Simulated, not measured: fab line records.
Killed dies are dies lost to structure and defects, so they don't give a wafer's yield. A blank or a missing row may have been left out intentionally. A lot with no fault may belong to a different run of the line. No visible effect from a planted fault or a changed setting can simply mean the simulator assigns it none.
fab line records	flow n5Finfet
[record] lots = 6	wafers = 18	lastDay = 17
route steps=1938 shown BEOL_M14@1725 PASSIVATION@1936
lots with no fault: from the same line, run without faults
startH: start of the lot's first displayed wafer, in hours after the record's first day	waitH: how many hours have passed since the lot's step before this one	" the same as in the row above	L1.1+2: several wafers, shown together as one row	- no value present, or no start provided	* or withheld: withheld	< > ~ a bound
route shown NAME@n: names a module that has steps shown in the file, with the first one's number in the route	usual: the fault-free wafers' mean and standard deviation	same: alike in all rows	chamber/n: place in a boat	sites: per-site readings	_std_site: standard deviation across them	_edge_site: outer sites' mean less inner sites'	radiusMm: for every site, how far away it sits from the centre of the wafer	mask NAME#n: copy n	behind: the tool/chamber that last shaped the wafer	hold: why the lot was held/for how many hours/how that ended	device: the transistor (n, p or np) that didn't switch	end of line: at the end of the route, the tests of the same wafers	for a step that has no rows: nothing shown but its recipe	killed: at the first sort, the dies lost to defects and structure; wafer yield is something else	map: per-die view of a wafer (x killed, . not killed, _ where there is no die)
set.NAME: setting as actually run; set.NAME@STEP: the setting as run at that earlier step	model.NAME: the simulator's own value behind a step, which no gauge read
lots at some steps of the route; a table a step, a row a wafer
services: the hour from which a tool's chamber was out of use, counted from the record's first day as startH (under 0 if before that day), plus the number of hours and why
[[steps]]
[step N5_BEOL_M14_HARDBAKE_14]
[recipe] tempC = 130	timeS = 120
[step N5_BEOL_M14_CD_MEAS_10]
[recipe] targetCdNm = 250	landingEnergyEv = 500	detector = seInlens	polarity = opening
[usual] cdNm = 248.8/2.6
lot.wafer	tool	chamber	startH	waitH	cdNm
L235.1	cdSem-01	0	241.42	-	249.7
L235.3	"	0	"	"	248.4
L235.5	"	0	"	"	250.4
L240.2	cdSem-01	0	264.06	-	245.7
L240.4	"	0	"	"	249.6
L240.6	"	0	"	"	247.2
L248.2	cdSem-01	0	329.88	-	252.1
L248.4	"	0	"	"	248.5
L248.5	"	0	"	"	250.6
L252.1	cdSem-03	0	352.09	-	247.8
L252.4	"	0	"	"	247.8
L252.6	"	0	"	"	247.7
L254.2	cdSem-02	0	358.49	-	251.3
L254.4	"	0	"	"	248.8
L254.6	"	0	"	"	249.4
L256.1	cdSem-03	0	378.90	-	253.4
L256.2	"	0	"	"	252.1
L256.4	"	0	"	"	252.5
[step N5_BEOL_M14_OVL_MEAS_11]
[recipe] pointsPerWafer = 44
[usual] V13_OVL = 2/5.5
[same] pointsPerWafer = 44
lot.wafer	tool	chamber	startH	waitH	V13_OVL[nm]
L235.1	overlay-02	0	241.45	0.0	0
L235.3	"	0	"	"	0
L235.5	"	0	"	"	-2
L240.2	overlay-01	0	264.09	0.0	-6
L240.4	"	0	"	"	-5
L240.6	"	0	"	"	-6
L248.2	overlay-01	0	329.91	0.0	1
L248.4	"	0	"	"	2
L248.5	"	0	"	"	4
L252.1	overlay-01	0	352.12	0.0	7
L252.4	"	0	"	"	5
L252.6	"	0	"	"	5
L254.2	overlay-01	0	358.52	0.0	3
L254.4	"	0	"	"	3
L254.6	"	0	"	"	9
L256.1	overlay-02	0	378.93	0.0	13
L256.2	"	0	"	"	3
L256.4	"	0	"	"	1
[step N5_BEOL_M14_INSPECT_12]
[recipe] mode = adi	inspectInstrument = macro
[usual] rawDefectCount = 1.9/1.4
lot.wafer	tool	chamber	startH	waitH	rawDefectCount
L235.1	defectInspect-01	-	241.48	0.0	1
L235.3	"	-	"	"	2
L235.5	"	-	"	"	2
L240.2	defectInspect-02	-	264.12	0.0	3
L240.4	"	-	"	"	0
L240.6	"	-	"	"	1
L248.2	defectInspect-02	-	329.93	0.0	1
L248.4	"	-	"	"	3
L248.5	"	-	"	"	4
L252.1	defectInspect-01	-	352.14	0.0	2
L252.4	"	-	"	"	2
L252.6	"	-	"	"	3
L254.2	defectInspect-02	-	358.54	0.0	1
L254.4	"	-	"	"	1
L254.6	"	-	"	"	2
L256.1	defectInspect-01	-	378.95	0.0	2
L256.2	"	-	"	"	5
L256.4	"	-	"	"	1
[step N5_BEOL_M14_DESCUM_15]
[recipe] chemistry = O2	timeS = 7.9	sourcePowerW = 50	biasPowerW = 20	pressureMtorr = 20	rfFrequencyHz = 2.712e+07	tempC = 40	o2FlowSccm = 225
[usual] drypumpMotorCurrentA = 5.4/0.58	o2FlowSccm = 225.0/0.61	oesProductAu = 0.80/0.093	rfVppV = 242.7/1.4	showerheadPlenumPTorr = 2.06/0.076	throttleValvePct = 20.33/0.23
[same] timeS = 7.9
lot.wafer	tool	chamber	startH	waitH	drypumpMotorCurrentA	o2FlowSccm	oesProductAu	rfHoursCounterH	rfVppV	showerheadPlenumPTorr	throttleValvePct
L235.1	rieDiel-05	2	241.51	0.0	5.2	225.6	0.81	88	244.6	2.12	20.15
L235.3	"	0	"	"	5.9	224.6	0.88	31	243.0	2.03	19.92
L235.5	"	1	"	"	6.4	223.8	0.71	-	241.3	1.99	20.50
L240.2	rieDiel-01	1	264.15	0.0	4.7	225.9	0.71	230	243.5	2.14	20.60
L240.4	"	3	"	"	4.9	225.5	0.93	20	243.2	2.06	20.15
L240.6	"	1	"	"	4.7	225.3	0.71	-	243.6	2.14	20.59
L248.2	rieDiel-01	3	329.97	0.0	4.8	225.2	0.88	45	241.4	2.06	20.17
L248.4	"	3	"	"	4.9	225.0	0.88	-	242.8	2.06	20.17
L248.5	"	0	"	"	4.9	225.1	0.84	-	242.9	2.03	20.32
L252.1	rieDiel-01	3	352.18	0.0	4.9	223.8	0.86	53	242.4	2.05	20.21
L252.4	"	0	"	"	4.9	224.4	0.83	-	242.3	2.03	20.32
L252.6	"	3	"	"	4.8	224.0	0.86	-	242.2	2.05	20.18
L254.2	rieDiel-04	2	358.59	0.1	5.3	225.8	0.93	5	244.2	2.28	20.03
L254.4	"	3	"	"	4.9	224.9	0.92	15	245.0	2.12	20.27
L254.6	"	1	"	"	5.3	225.4	0.83	-	244.6	2.22	20.38
L256.1	rieDiel-05	1	379.00	0.1	6.4	223.9	0.69	233	242.7	1.98	20.54
L256.2	"	0	"	"	5.9	224.5	0.81	84	242.5	2.01	20.02
L256.4	"	2	"	"	5.2	224.7	0.77	-	243.7	2.11	20.18
[step N5_BEOL_M14_ETCH_59]
[recipe] chemistry = N2/H2	target = BARC	targetDepthA = 890	overetchA = 267	timeS = 67.9	ionEnergyEv = 200	pressureMtorr = 30	sourceW = 840	biasW = 150	n2FlowSccm = 200	h2FlowSccm = 200
[usual] drypumpMotorCurrentA = 5.4/0.58	oesProductAu = 0.69/0.074	rfVppV = 522.7/2.6	showerheadPlenumPTorr = 2.51/0.082	throttleValvePct = 17.80/0.24
[same] timeS = 67.9
lot.wafer	tool	chamber	startH	waitH	drypumpMotorCurrentA	oesProductAu	rfHoursCounterH	rfVppV	showerheadPlenumPTorr	throttleValvePct
L235.1	rieDiel-05	2	241.55	0.0	5.2	0.69	88	525.0	2.55	17.38
L235.3	"	0	"	"	5.9	0.76	31	520.9	2.50	17.54
L235.5	"	1	"	"	6.4	0.63	-	520.5	2.45	18.12
L240.2	rieDiel-01	1	264.19	0.0	4.7	0.60	231	525.3	2.61	18.04
L240.4	"	3	"	"	4.9	0.78	20	522.3	2.50	17.52
L240.6	"	1	"	"	4.7	0.60	-	525.1	2.61	18.03
L248.2	rieDiel-01	3	330.00	0.0	4.9	0.74	45	521.0	2.49	17.54
L248.4	"	3	"	"	4.9	0.74	-	522.7	2.49	17.55
L248.5	"	0	"	"	4.9	0.72	-	521.3	2.45	17.62
L252.1	rieDiel-01	3	352.21	0.0	4.9	0.74	53	521.0	2.49	17.57
L252.4	"	0	"	"	4.9	0.71	-	522.4	2.44	17.63
L252.6	"	3	"	"	4.9	0.73	-	523.9	2.49	17.56
L254.2	rieDiel-04	2	358.63	0.0	5.3	0.81	5	527.5	2.74	17.37
L254.4	"	3	"	"	4.9	0.78	15	526.1	2.58	17.70
L254.6	"	1	"	"	5.4	0.70	-	527.5	2.68	17.80
L256.1	rieDiel-05	1	379.04	0.0	6.4	0.61	233	520.7	2.43	18.17
L256.2	"	0	"	"	5.9	0.70	84	522.8	2.48	17.64
L256.4	"	2	"	"	5.2	0.66	-	523.4	2.54	17.45
[step N5_BEOL_M14_VIA_ETCH_16]
[recipe] chemistry = C4F8/O2/Ar	target = SiO2	heInnerTorr = 15	heOuterTorr = 30	targetDepthA = 12313	timeS = withheld	ionEnergyEv = 800	pressureMtorr = 20	sourceW = 1905	biasW = 2040	Ar_flow_sccm = 400	C4F8_flow_sccm = 16	O2_flow_sccm = 12	ends = cleared
[usual] drypumpMotorCurrentA = 5.4/0.58	oesProductAu = 0.72/0.083	rfVppV = 2231/57	showerheadPlenumPTorr = 3.39/0.11	throttleValvePct = 30.8/0.36
lot.wafer	tool	chamber	startH	waitH	drypumpMotorCurrentA	oesProductAu	rfVppV	showerheadPlenumPTorr	throttleValvePct
L235.1	rieDiel-05	2	241.60	0.0	5.2	0.73	2239	3.48	30.5
L235.3	"	0	"	"	5.9	0.80	2243	3.35	30.3
L235.5	"	1	"	"	6.4	0.65	2237	3.31	31.1
L240.2	rieDiel-01	1	264.24	0.0	4.8	0.63	2158	3.53	31.1
L240.4	"	3	"	"	4.9	0.83	2235	3.33	30.3
L240.6	"	1	"	"	4.8	0.63	2159	3.53	31.1
L248.2	rieDiel-01	3	330.05	0.0	4.9	0.79	2232	3.32	30.3
L248.4	"	3	"	"	4.9	0.78	2231	3.32	30.3
L248.5	"	0	"	"	4.9	0.75	2310	3.37	31.0
L252.1	rieDiel-01	3	352.26	0.0	4.9	0.78	2232	3.32	30.3
L252.4	"	0	"	"	4.9	0.75	2310	3.37	31.1
L252.6	"	3	"	"	4.9	0.78	2232	3.32	30.3
L254.2	rieDiel-04	2	358.68	0.0	5.3	0.86	2194	3.65	30.1
L254.4	"	3	"	"	4.9	0.85	2337	3.54	31.1
L254.6	"	1	"	"	5.4	0.73	2287	3.58	30.5
L256.1	rieDiel-05	1	379.09	0.0	6.4	0.62	2236	3.29	31.1
L256.2	"	0	"	"	5.9	0.75	2239	3.32	30.4
L256.4	"	2	"	"	5.2	0.69	2237	3.46	30.6
[step N5_BEOL_M14_STRIP_63]
[recipe] chemistry = O2	powerW = 600	tempC = 60	pressureMtorr = 30	rfFrequencyHz = 6e+07	biasPowerW = 0	overashFraction = 0.3	o2FlowSccm = 225
[usual] drypumpMotorCurrentA = 5.4/0.58	o2FlowSccm = 225.1/0.66	oesProductAu = 0.80/0.092	rfVppV = 3.7/0.92	showerheadPlenumPTorr = 2.06/0.075	throttleValvePct = 16.57/0.23
lot.wafer	tool	chamber	startH	waitH	drypumpMotorCurrentA	o2FlowSccm	oesProductAu	rfHoursCounterH	rfVppV	showerheadPlenumPTorr	throttleValvePct
L235.1	rieDiel-05	2	-	-	5.2	224.0	0.82	88	2.2	2.13	16.38
L235.3	"	0	"	"	5.9	225.1	0.89	31	4.3	2.04	16.17
L235.5	"	1	"	"	6.4	224.2	0.72	-	5.0	1.99	16.75
L240.2	rieDiel-01	1	-	-	4.7	225.1	0.72	231	4.2	2.15	16.85
L240.4	"	3	"	"	4.9	225.5	0.94	20	2.3	2.07	16.30
L240.6	"	1	"	"	4.7	224.3	0.70	-	5.4	2.15	16.86
L248.2	rieDiel-01	3	-	-	4.8	224.5	0.86	45	3.9	2.06	16.37
L248.4	"	3	"	"	4.8	224.9	0.89	-	4.0	2.06	16.35
L248.5	"	0	"	"	4.9	224.7	0.83	-	4.9	2.03	16.53
L252.1	rieDiel-01	3	-	-	4.9	224.2	0.86	53	3.6	2.06	16.38
L252.4	"	0	"	"	4.9	226.0	0.83	-	1.0	2.03	16.56
L252.6	"	3	"	"	4.9	223.9	0.85	-	2.5	2.06	16.37
L254.2	rieDiel-04	2	-	-	5.3	224.7	0.95	5	3.1	2.28	16.22
L254.4	"	3	"	"	4.9	224.6	0.92	15	4.3	2.13	16.48
L254.6	"	1	"	"	5.3	225.0	0.84	-	3.3	2.23	16.56
L256.1	rieDiel-05	1	-	-	6.4	225.4	0.68	233	2.7	1.98	16.83
L256.2	"	0	"	"	6.0	224.9	0.81	85	3.7	2.02	16.32
L256.4	"	2	"	"	5.2	225.0	0.77	-	3.1	2.11	16.46
[step N5_BEOL_M14_STRIP_64]
[recipe] chemistry = O2	powerW = 600	tempC = 60	pressureMtorr = 30	rfFrequencyHz = 6e+07	biasPowerW = 0	overashFraction = 0.3	o2FlowSccm = 225
[usual] drypumpMotorCurrentA = 5.4/0.58	o2FlowSccm = 224.9/0.63	oesProductAu = 0.80/0.093	rfVppV = 3.7/0.51	showerheadPlenumPTorr = 2.06/0.075	throttleValvePct = 16.57/0.23
lot.wafer	tool	chamber	startH	waitH	drypumpMotorCurrentA	o2FlowSccm	oesProductAu	rfHoursCounterH	rfVppV	showerheadPlenumPTorr	throttleValvePct
L235.1	rieDiel-05	2	-	-	5.2	224.6	0.81	88	3.2	2.13	16.37
L235.3	"	0	"	"	5.9	225.2	0.87	31	3.4	2.03	16.18
L235.5	"	1	"	"	6.4	224.9	0.72	-	5.0	1.99	16.73
L240.2	rieDiel-01	1	-	-	4.7	225.5	0.70	231	3.9	2.15	16.85
L240.4	"	3	"	"	4.8	225.1	0.93	20	3.8	2.07	16.32
L240.6	"	1	"	"	4.7	224.3	0.70	-	3.6	2.15	16.86
L248.2	rieDiel-01	3	-	-	4.9	224.3	0.88	45	4.2	2.06	16.36
L248.4	"	3	"	"	4.9	224.2	0.86	-	4.3	2.06	16.35
L248.5	"	0	"	"	4.9	224.0	0.84	-	4.8	2.03	16.55
L252.1	rieDiel-01	3	-	-	4.9	224.7	0.86	53	3.3	2.06	16.38
L252.4	"	0	"	"	4.9	224.7	0.83	-	4.6	2.03	16.54
L252.6	"	3	"	"	4.8	224.7	0.87	-	3.6	2.06	16.38
L254.2	rieDiel-04	2	-	-	5.3	225.5	0.93	5	3.7	2.28	16.24
L254.4	"	3	"	"	4.8	224.3	0.94	15	3.4	2.13	16.49
L254.6	"	1	"	"	5.3	224.7	0.83	-	4.8	2.23	16.56
L256.1	rieDiel-05	1	-	-	6.5	224.7	0.69	233	4.0	1.98	16.81
L256.2	"	0	"	"	5.9	225.2	0.81	85	4.1	2.02	16.29
L256.4	"	2	"	"	5.2	224.3	0.77	-	3.4	2.11	16.45
[step N5_BEOL_M14_STRIP_71]
[recipe] chemistry = postEtchResidueRemover	timeS = 60	tempC = 25	removerPh = withheld	removerWaterWtPct = withheld	removerFluorideWtPct = withheld
[step N5_BEOL_M14_SRD_72]
[recipe] timeS = 30	tempC = 23	rinseLiquid = diw	dry = n2Spin	spinRpm = 1500	dryTimeS = 30
[step N5_BEOL_M14_CD_MEAS_17]
[recipe] targetCdNm = 250	polarity = opening
[usual] cdNm = 248.8/2.9
lot.wafer	tool	chamber	startH	waitH	cdNm
L235.1	cdSem-02	-	241.95	0.0	251.0
L235.3	"	-	"	"	247.2
L235.5	"	-	"	"	251.6
L240.2	cdSem-01	-	264.59	0.0	246.8
L240.4	"	-	"	"	249.1
L240.6	"	-	"	"	247.1
L248.2	cdSem-01	-	330.40	0.0	251.7
L248.4	"	-	"	"	248.2
L248.5	"	-	"	"	248.3
L252.1	cdSem-01	-	352.61	0.0	247.3
L252.4	"	-	"	"	248.2
L252.6	"	-	"	"	247.8
L254.2	cdSem-01	-	359.03	0.0	252.8
L254.4	"	-	"	"	249.0
L254.6	"	-	"	"	247.2
L256.1	cdSem-01	-	379.44	0.0	255.3
L256.2	"	-	"	"	252.0
L256.4	"	-	"	"	254.7
[step N5_BEOL_M14_COAT_65]
[recipe] resist = SOC	tempC = 250	timeS = 60	spinRpm = 1500	resistThkNm = 450
[usual] dispensePressureKPa = 52/3.3	spinSpeedRpm = 1500.2/1.2
[same] timeS = 60
lot.wafer	tool	chamber	startH	waitH	dispensePressureKPa	spinSpeedRpm	model.SOC_of_BEOL_M14_COAT_65.thkNm
L235.1	lithoTrack-01	0	241.98	0.0	49	1498.9	452.2
L235.3	"	0	"	"	49	1499.9	451.8
L235.5	"	0	"	"	49	1500.1	451.6
L240.2	lithoTrack-03	0	264.62	0.0	56	1499.8	447.8
L240.4	"	0	"	"	56	1501.9	449.8
L240.6	"	0	"	"	56	1498.9	450
L248.2	lithoTrack-05	0	330.44	0.0	51	1500.4	452.6
L248.4	"	0	"	"	51	1500.5	451.2
L248.5	"	0	"	"	51	1501.2	451
L252.1	lithoTrack-03	0	352.65	0.0	56	1381.4	470.2
L252.4	"	0	"	"	56	1380.8	469
L252.6	"	0	"	"	56	1382.4	468.6
L254.2	lithoTrack-03	0	359.07	0.0	56	1381.7	467.4
L254.4	"	0	"	"	56	1380.5	466.4
L254.6	"	0	"	"	56	1380.6	468
L256.1	lithoTrack-01	0	379.47	0.0	49	1501.5	450.8
L256.2	"	0	"	"	49	1500.6	450.8
L256.4	"	0	"	"	49	1500.9	452.4
[step N5_BEOL_M14_COAT_66]
[recipe] resist = SiARC	tempC = 220	timeS = 60	spinRpm = 1500	resistThkNm = 110
[step N5_PASSIVATION_PROBE_49]
[usual] defectLimitedYield = 91.1/1.5	killed_at_M0_to_M3 = 35/11	killed_at_M4_up = 13/5.7	killedAtContacts = 12/5.7	killedAtFrontEnd = 40/11	killedAtOther = 4/4.4	killedDies = 105/18	killedOpen = 68/14	killedShort = 34/7.4	sort_bin_5_function = 5.2/1	sort_bin_6_memory = 3.3/0.67	sortNPass = 1074/18	sortYieldPct = 91.0/1.5
[same] grossDies = 1180	killedAtBackSide = 0	sort_bin_4_leakage[%] = 0	sort_bin_8_speed[%] = 0
lot.wafer	tool	chamber	startH	waitH	defectLimitedYield[%]	killed_at_M0_to_M3	killed_at_M4_up	killedAtContacts	killedAtFrontEnd	killedAtOther	killedDies	killedOpen	killedShort	sort_bin_5_function[%]	sort_bin_6_memory[%]	sortNPass	sortYieldPct[%]
L235.1	prober-01	-	268.44	0.0	89.2	38	19	11	43	16	127	88	37	5.9	4.1	1053	89.2
L235.3	prober-01	-	268.54	0.1	90.6	25	19	7	50	10	111	79	31	5.6	3.5	1069	90.6
L235.5	prober-01	-	268.64	0.2	89.4	32	17	7	52	17	125	76	48	6.0	4.2	1055	89.4
L248.2	prober-02	-	356.22	0.1	89.2	66	24	13	22	3	128	84	43	6.7	3.5	1052	89.2
L248.4	prober-02	-	356.32	0.2	91.2	43	12	14	33	2	104	68	33	4.9	3.4	1076	91.2
L248.5	prober-02	-	356.37	0.2	92.6	32	11	12	27	5	87	58	29	4.5	2.6	1093	92.6
L252.1	prober-01	-	383.10	0.0	92.8	23	16	18	27	1	85	60	24	4.7	2.3	1095	92.8
L252.4	prober-01	-	383.25	0.2	89.6	24	17	8	74	0	123	79	34	6.2	4.1	1057	89.6
L252.6	prober-01	-	383.35	0.3	92.9	18	15	12	37	2	84	52	30	4.1	3.0	1096	92.9
L254.2	prober-01	-	390.79	0.1	88.8	30	7	17	59	19	132	81	30	7.6	3.1	1048	88.8
L254.4	prober-01	-	390.89	0.2	88.8	29	14	17	51	21	132	76	37	6.9	3.6	1048	88.8
L254.6	prober-01	-	390.99	0.3	85.7	53	9	9	65	33	169	91	46	10.3	3.6	1011	85.7
// killed by level:class
L235.1 STI_FIN_REVEAL:geometricParticle:open=12 BEOL_M0_SAQP:geometricParticle:open=10 FIN_SAQP:geometricParticle:open=9 MOL_CONTACT_COAG:geometricParticle:open=9 BEOL_M1:geometricParticle:open=9 FIN_SAQP:geometricParticle:short=8 BEOL_M4:geometricParticle:open=7 BEOL_M0_SAQP:geometricParticle:short=6
L235.3 FIN_SAQP:geometricParticle:open=19 BEOL_M4:geometricParticle:open=13 FIN_SAQP:geometricParticle:short=10 STI_FIN_REVEAL:geometricParticle:open=8 MOL_CONTACT_COAG:geometricParticle:open=7 BEOL_M0_SAQP:geometricParticle:open=6 BEOL_M0:geometricParticle:open=6 BEOL_M0_SAQP:geometricParticle:short=4
L235.5 STI_FIN_REVEAL:geometricParticle:open=17 FIN_SAQP:geometricParticle:short=15 FIN_SAQP:geometricParticle:open=9 BEOL_M0_SAQP:geometricParticle:short=9 BEOL_M1:geometricParticle:open=8 BEOL_M4:geometricParticle:open=8 BEOL_M0_SAQP:geometricParticle:open=6 MOL_CONTACT_COAG:geometricParticle:open=5
L248.2 BEOL_M0_SAQP:geometricParticle:short=13 BEOL_M0_SAQP:geometricParticle:open=11 BEOL_M1:geometricParticle:open=11 MOL_CONTACT_COAG:geometricParticle:open=10 BEOL_M3:geometricParticle:open=9 BEOL_M4:geometricParticle:open=8 STI_FIN_REVEAL:geometricParticle:open=7 BEOL_M3:geometricParticle:short=7
L248.4 BEOL_M0_SAQP:geometricParticle:short=12 FIN_SAQP:geometricParticle:open=11 MOL_CONTACT_COAG:geometricParticle:open=9 BEOL_M0_SAQP:geometricParticle:open=9 BEOL_M3:geometricParticle:open=7 BEOL_M1:geometricParticle:open=6 STI_FIN_REVEAL:geometricParticle:open=5 MOL_CONTACT_COAG:geometricParticle:short=4
L248.5 BEOL_M0_SAQP:geometricParticle:short=11 FIN_SAQP:geometricParticle:open=7 GATE_CUT:geometricParticle:open=6 MOL_CONTACT_COAG:geometricParticle:open=6 MOL_CONTACT_COAG:geometricParticle:short=6 BEOL_M0_SAQP:geometricParticle:open=5 BEOL_M2:geometricParticle:open=5 GATE_CUT:geometricParticle:short=4
L252.1 MOL_CONTACT_COAG:geometricParticle:open=15 FIN_SAQP:geometricParticle:short=6 BEOL_M2:geometricParticle:open=6 BEOL_M0_SAQP:geometricParticle:open=5 BEOL_M4:geometricParticle:open=5 BEOL_M0:geometricParticle:open=4 BEOL_M1:geometricParticle:open=4 STARTING-WAFER:geometricParticle:open=4
L252.4 FIN_SAQP:geometricParticle:open=33 FIN_SAQP:geometricParticle:short=14 FIN_CUT:areaEtch=8 MOL_CONTACT_COAG:geometricParticle:open=7 BEOL_M4:geometricParticle:open=7 BEOL_M1:geometricParticle:open=6 BEOL_M0_SAQP:geometricParticle:short=5 BEOL_M2:geometricParticle:open=5
L252.6 FIN_SAQP:geometricParticle:open=9 MOL_CONTACT_COAG:geometricParticle:open=8 FIN_SAQP:geometricParticle:short=7 GATE_CUT:geometricParticle:short=5 BEOL_M0_SAQP:geometricParticle:open=5 BEOL_M2:geometricParticle:open=5 BEOL_M4:geometricParticle:open=5 MOL_CONTACT_COAG:geometricParticle:short=4
L254.2 STI_FIN_REVEAL:geometricParticle:open=20 MOL_CONTACT_COAG:geometricParticle:open=15 MIM_TOP_ETCH:areaEtch=13 FIN_SAQP:geometricParticle:short=8 BEOL_M0_SAQP:geometricParticle:open=7 GATE_CUT:geometricParticle:short=5 BEOL_M2:geometricParticle:open=5 BEOL_M1:geometricParticle:open=5
L254.4 MIM_TOP_ETCH:areaEtch=18 STI_FIN_REVEAL:geometricParticle:open=17 FIN_SAQP:geometricParticle:short=15 MOL_CONTACT_COAG:geometricParticle:open=15 BEOL_M0_SAQP:geometricParticle:short=8 BEOL_M4:geometricParticle:open=6 FIN_SAQP:geometricParticle:open=5 BEOL_M1:geometricParticle:open=5
L254.6 MIM_TOP_ETCH:areaEtch=29 STI_FIN_REVEAL:geometricParticle:open=18 FIN_SAQP:geometricParticle:short=11 BEOL_M0_SAQP:geometricParticle:short=11 BEOL_M0:geometricParticle:open=11 MOL_CONTACT_COAG:geometricParticle:open=9 BEOL_M0_SAQP:geometricParticle:open=8 BEOL_M2:geometricParticle:open=8
[[services]]
tool	chamber	startH	hours	kind
rieDiel-04	-	240.99	2.6	repair
rieDiel-05	1	254.24	8.0	repair
rieDiel-01	0	269.87	1.4	repair
rieDiel-05	-	282.41	10.9	repair
rieDiel-04	3	299.41	-	clean
rieDiel-04	3	299.41	-	consumableReplace:focusRing
rieDiel-04	3	299.41	19.9	scheduledDown
rieDiel-04	3	299.41	19.9	ventCycle
rieDiel-05	2	299.44	23.6	repair
rieDiel-01	1	317.11	-	clean
rieDiel-01	1	317.11	-	consumableReplace:focusRing
rieDiel-01	1	317.11	17.8	scheduledDown
rieDiel-01	1	317.11	17.8	ventCycle
rieDiel-05	1	319.97	6.9	repair
rieDiel-04	2	320.59	4.6	repair
rieDiel-04	2	325.46	-	clean
rieDiel-04	2	325.46	-	consumableReplace:focusRing
rieDiel-01	1	350.04	2.2	repair
rieDiel-05	3	359.09	-	clean
rieDiel-05	3	359.09	-	consumableReplace:focusRing
rieDiel-05	3	359.09	-	consumableReplace:showerhead
rieDiel-05	3	359.09	24.8	scheduledDown
rieDiel-05	3	359.09	24.8	ventCycle
rieDiel-01	3	370.96	4.0	repair
[[key]]
[firstSign] step = N5_BEOL_M14_COAT_65	reading = spinSpeedRpm	direction = down	sigmas = 99+	usual = *	struck = *
effect none on later readings
[modelEffect] step = N5_BEOL_M14_COAT_65	value = SOC_of_BEOL_M14_COAT_65.thkNm	without = 449.4	struck = 468.3
metAt N5_BEOL_M14_COAT_65
struckWafers L252.1,L252.4,L252.6,L254.2,L254.4,L254.6
[baselineLoss] step = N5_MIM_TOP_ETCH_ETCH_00	wafers = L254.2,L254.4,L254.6
onsetBetween 264.62 352.65
[earlierFault] kind = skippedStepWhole	tool = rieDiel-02	chamber = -	onsetH = 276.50	steps = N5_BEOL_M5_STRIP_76	scope = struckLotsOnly
[fault] kind = processParameterDrift	tool = lithoTrack-03	chamber = -	onsetH = 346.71	steps = N5_BEOL_M14_COAT_65	channel = spinRpm	offset = *	shape = step	actsIn = *	stated = *
// baselineLoss: these wafers lose ten dies or more at that step, a loss of the line's own and not of a fault; the sort's usual values leave them out
